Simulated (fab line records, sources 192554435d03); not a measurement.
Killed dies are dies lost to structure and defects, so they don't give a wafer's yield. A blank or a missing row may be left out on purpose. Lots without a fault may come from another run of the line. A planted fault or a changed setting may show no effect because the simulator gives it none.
Which tool did it? | flow n5_finfet | 15 lots, 45 wafers sampled, at 4 steps of a route of 1938

WHAT THE GAUGES READ, wafer by wafer
The record holds no reading of a measuring or inspecting step that can be judged against a usual standard deviation.

WHICH TOOL RAN EACH LOT (tool, then ch and the chambers of the sampled wafers, then the start)
lot  | N5_BEOL_M2_DESCUM_16               | N5_BEOL_M2_HM_OPEN_17             | N5_BEOL_M2_DEVELOP_27             | N5_BEOL_M2_ALD_98
L158 | rie_diel-01 ch 2,3, day 6 12:28    | rie_metal-03 ch 0, day 6 12:43    | litho_track-05 ch 0, day 6 13:23  | ald_sin-03 ch 0,1,2, day 6 14:40
L160 | rie_diel-04 ch 1,2, day 7 06:26    | rie_metal-01 ch 1, day 7 06:47    | litho_track-05 ch 0, day 7 07:13  | ald_sin-02 ch 0,2,3, day 7 07:32
L162 | rie_diel-01 ch 0,2, day 7 08:16    | rie_metal-02 ch 0,1, day 7 08:31  | litho_track-05 ch 0, day 7 08:58  | ald_sin-03 ch 0,1, day 7 09:27
L163 | rie_diel-02 ch 0,1,3, day 7 19:49  | rie_metal-01 ch 1, day 7 20:09    | litho_track-04 ch 0, day 7 20:36  | ald_sin-04 ch 2,3, day 7 20:55
L165 | rie_diel-01 ch 0,2, day 8 14:31    | rie_metal-01 ch 0,1, day 8 14:46  | litho_track-02 ch 0, day 8 15:13  | ald_sin-04 ch 1,2, day 8 16:41
L167 | rie_diel-02 ch 1,3, day 8 17:57    | rie_metal-02 ch 0,1, day 8 18:12  | litho_track-02 ch 0, day 8 18:49  | ald_sin-04 ch 2,3, day 8 19:35
L168 | rie_diel-01 ch 0,1,3, day 8 18:57  | rie_metal-01 ch 0,1, day 8 19:12  | litho_track-05, day 8 19:47       | ald_sin-04 ch 1,2,3, day 8 20:19
L169 | rie_diel-04 ch 1,2,3, day 9 09:07  | rie_metal-03 ch 0,1, day 9 09:22  | litho_track-04, day 9 09:56       | ald_sin-02 ch 0,1,3, day 9 10:15
L170 | rie_diel-04 ch 1,2,3, day 9 16:08  | rie_metal-01 ch 0,1, day 9 16:23  | litho_track-05, day 9 16:58       | ald_sin-02 ch 0,2,3, day 9 17:34
L175 | rie_diel-02 ch 0,1,3, day 11 00:37 | rie_metal-01 ch 0,1, day 11 00:55 | litho_track-05 ch 0, day 11 01:26 | ald_sin-03 ch 0,2,3, day 11 01:55
L176 | rie_diel-04 ch 2,3, day 11 01:40   | rie_metal-03 ch 1, day 11 01:55   | litho_track-04 ch 0, day 11 02:29 | ald_sin-03 ch 0,2, day 11 02:48
L178 | rie_diel-01 ch 1,2,3, day 11 08:22 | rie_metal-02 ch 0,1, day 11 08:37 | litho_track-05 ch 0, day 11 09:11 | ald_sin-04 ch 0,1,2, day 11 09:56
L179 | rie_diel-01 ch 0,1,2, day 11 20:33 | rie_metal-01 ch 0,1, day 11 20:49 | litho_track-05 ch 0, day 11 21:16 | ald_sin-04 ch 0,1, day 11 21:37
L181 | rie_diel-01 ch 0,2,3, day 12 04:38 | rie_metal-01 ch 0,1, day 12 04:55 | litho_track-05 ch 0, day 12 05:27 | ald_sin-03 ch 1,2,3, day 12 05:59
L180 | rie_diel-04 ch 0,1,2, day 12 04:54 | rie_metal-02 ch 0,1, day 12 05:09 | litho_track-05 ch 0, day 12 05:43 | ald_sin-03 ch 0,1,3, day 12 06:05
- N5_BEOL_M2_DESCUM_16: chemistry O2, time 7 s.
- N5_BEOL_M2_HM_OPEN_17: chemistry Cl2/BCl3, target TiN, target depth 20 nm, overetch 6 nm.
- N5_BEOL_M2_DEVELOP_27: develop time 30 s.
- N5_BEOL_M2_ALD_98: deposits SiO2, target thk 2.5 nm, pulse time 1 s, co reactant pulse time 1 s.

WHAT THE TOOLS THEMSELVES READ (means of the sampled wafers that have a number; where no wafer has one, the mark that the record gives instead)
N5_BEOL_M2_DESCUM_16. Usual: drypump_motor_current_A 5.6 A, standard deviation 0.43; oes_product_au 0.83 a.u., standard deviation 0.087; rf_vpp_V 243.6 V, standard deviation 1.3; showerhead_plenum_p_Torr 2.12 Torr, standard deviation 0.07; throttle_valve_pct 20.55 %, standard deviation 0.27.
lot  | tool        | drypump_motor_current_A (A) | oes_product_au (a.u.) | rf_vpp_V (V) | showerhead_plenum_p_Torr (Torr) | throttle_valve_pct (%) | flag
L158 | rie_diel-01 | 5.8                         | 0.93                  | 245.6        | 2.23                            | 20.29                  |
L160 | rie_diel-04 | 5.4                         | 0.87                  | 243.8        | 2.12                            | 20.65                  |
L162 | rie_diel-01 | 5.8                         | 1.00                  | 244.3        | 2.18                            | 20.14                  |
L163 | rie_diel-02 | 5.3                         | 0.81                  | 243.0        | 2.08                            | 20.47                  |
L165 | rie_diel-01 | 5.7                         | 0.93                  | 244.8        | 2.20                            | 20.10                  |
L167 | rie_diel-02 | 5.2                         | 0.85                  | 243.2        | 2.06                            | 20.27                  |
L168 | rie_diel-01 | 6.1                         | 0.85                  | 243.5        | 2.12                            | 20.59                  |
L169 | rie_diel-04 | 5.3                         | 0.80                  | 242.9        | 2.10                            | 20.65                  |
L170 | rie_diel-04 | 5.3                         | 0.80                  | 244.3        | 2.10                            | 20.65                  |
L175 | rie_diel-02 | 5.3                         | 0.78                  | 243.7        | 2.07                            | 20.51                  |
L176 | rie_diel-04 | 5.6                         | 0.85                  | 243.4        | 2.13                            | 20.70                  |
L178 | rie_diel-01 | 6.0                         | 0.80                  | 242.8        | 2.14                            | 20.56                  |
L179 | rie_diel-01 | 5.9                         | 0.84                  | 243.4        | 2.12                            | 20.36                  |
L181 | rie_diel-01 | 5.9                         | 0.85                  | 245.0        | 2.18                            | 20.43                  |
L180 | rie_diel-04 | 5.3                         | 0.89                  | 243.0        | 2.10                            | 20.53                  |

N5_BEOL_M2_HM_OPEN_17. Usual: bcl3_flow_sccm 21.75 sccm, standard deviation 0.082; drypump_motor_current_A 6.0 A, standard deviation 0.47; oes_product_au 0.67 a.u., standard deviation 0.063; throttle_valve_pct 22.15 %, standard deviation 0.17.
lot  | tool         | bcl3_flow_sccm (sccm) | drypump_motor_current_A (A) | oes_product_au (a.u.) | throttle_valve_pct (%) | flag
L158 | rie_metal-03 | 21.78                 | 6.2                         | 0.66                  | 22.07                  |
L160 | rie_metal-01 | 21.81                 | 5.6                         | 0.69                  | 22.13                  |
L162 | rie_metal-02 | 21.79                 | 6.5                         | 0.68                  | 22.00                  |
L163 | rie_metal-01 | 21.71                 | 5.6                         | 0.69                  | 22.13                  |
L165 | rie_metal-01 | 21.75                 | 5.7                         | 0.65                  | 22.19                  |
L167 | rie_metal-02 | 21.78                 | 6.5                         | 0.68                  | 22.00                  |
L168 | rie_metal-01 | 21.83                 | 5.9                         | 0.60                  | 22.26                  |
L169 | rie_metal-03 | 21.77                 | 5.6                         | 0.75                  | 22.19                  |
L170 | rie_metal-01 | 21.72                 | 5.7                         | 0.64                  | 22.21                  |
L175 | rie_metal-01 | 21.71                 | 5.9                         | 0.59                  | 22.27                  |
L176 | rie_metal-03 | 21.69                 | 5.3                         | 0.78                  | 22.25                  |
L178 | rie_metal-02 | 21.79                 | 6.6                         | 0.67                  | 22.20                  |
L179 | rie_metal-01 | 21.66                 | 5.7                         | 0.63                  | 22.21                  |
L181 | rie_metal-01 | 21.65                 | 5.9                         | 0.59                  | 22.26                  |
L180 | rie_metal-02 | 21.68                 | 6.6                         | 0.67                  | 22.17                  |

N5_BEOL_M2_DEVELOP_27. Usual: chill_plate_temp_C 23.02 C, standard deviation 0.11; developer_temp_C 22.97 C, standard deviation 0.11; resist_line_temp_C 23.00 C, standard deviation 0.12.
lot  | tool           | chill_plate_temp_C (C) | developer_temp_C (C) | resist_line_temp_C (C) | flag
L158 | litho_track-05 | 23.08                  | 22.93                | 22.98                  |
L160 | litho_track-05 | 22.97                  | 22.85                | 22.97                  |
L162 | litho_track-05 | 23.14                  | 22.85                | 22.98                  |
L163 | litho_track-04 | 23.02                  | 23.06                | 22.99                  |
L165 | litho_track-02 | 23.08                  | 22.97                | 22.96                  |
L167 | litho_track-02 | 23.21                  | 22.87                | 23.12                  |
L168 | litho_track-05 | -                      | -                    | -                      | OFF
L169 | litho_track-04 | -                      | -                    | -                      | OFF
L170 | litho_track-05 | -                      | -                    | -                      | OFF
L175 | litho_track-05 | 22.96                  | 22.98                | 22.91                  |
L176 | litho_track-04 | 23.03                  | 23.21                | 23.12                  |
L178 | litho_track-05 | 22.91                  | 22.97                | 22.83                  |
L179 | litho_track-05 | 22.96                  | 22.87                | 22.94                  |
L181 | litho_track-05 | 22.91                  | 23.01                | 23.04                  |
L180 | litho_track-05 | 22.96                  | 23.04                | 23.06                  |

N5_BEOL_M2_ALD_98. Usual: heater_power_w 77 W, standard deviation 8.3; precursor_pulse_height_rel 1.000, standard deviation 0.02.
lot  | tool       | heater_power_w (W) | precursor_pulse_height_rel | flag
L158 | ald_sin-03 | 75                 | 1.015                      |
L160 | ald_sin-02 | 85                 | 0.995                      |
L162 | ald_sin-03 | 73                 | 1.002                      |
L163 | ald_sin-04 | 69                 | 1.010                      |
L165 | ald_sin-04 | 77                 | 0.983                      |
L167 | ald_sin-04 | 75                 | 1.011                      |
L168 | ald_sin-04 | 74                 | 0.998                      |
L169 | ald_sin-02 | 77                 | 1.008                      |
L170 | ald_sin-02 | 84                 | 1.000                      |
L175 | ald_sin-03 | 76                 | 1.004                      |
L176 | ald_sin-03 | 74                 | 1.001                      |
L178 | ald_sin-04 | 83                 | 1.010                      |
L179 | ald_sin-04 | 82                 | 0.987                      |
L181 | ald_sin-03 | 73                 | 0.981                      |
L180 | ald_sin-03 | 75                 | 1.015                      |

THE ANSWER, worked out from the rows above alone
Rule: a lot is off if the mean of its wafers that have a number lies more than 3 standard deviations from the usual mean. A lot without any number at a reading at which 4 lots or more have one is off too. The other lots that the step has rows for count as sound. The gauges are gone through in route order, then the tools' own readings, and for those a lot's mean is taken as printed above. The first step at which some lot is off is used, and at that step the reading that is off furthest; a lot without a number counts as furthest.
Off: L168, L169, L170, at N5_BEOL_M2_DEVELOP_27 (chill_plate_temp_C). Without a number there: L168, L169, L170.
A tool fits if, at that step or a process step before it, it ran every lot that is off, and no sound lot after the first of them. None of those tried fits.

WHAT THE SIMULATOR HAD PUT IN
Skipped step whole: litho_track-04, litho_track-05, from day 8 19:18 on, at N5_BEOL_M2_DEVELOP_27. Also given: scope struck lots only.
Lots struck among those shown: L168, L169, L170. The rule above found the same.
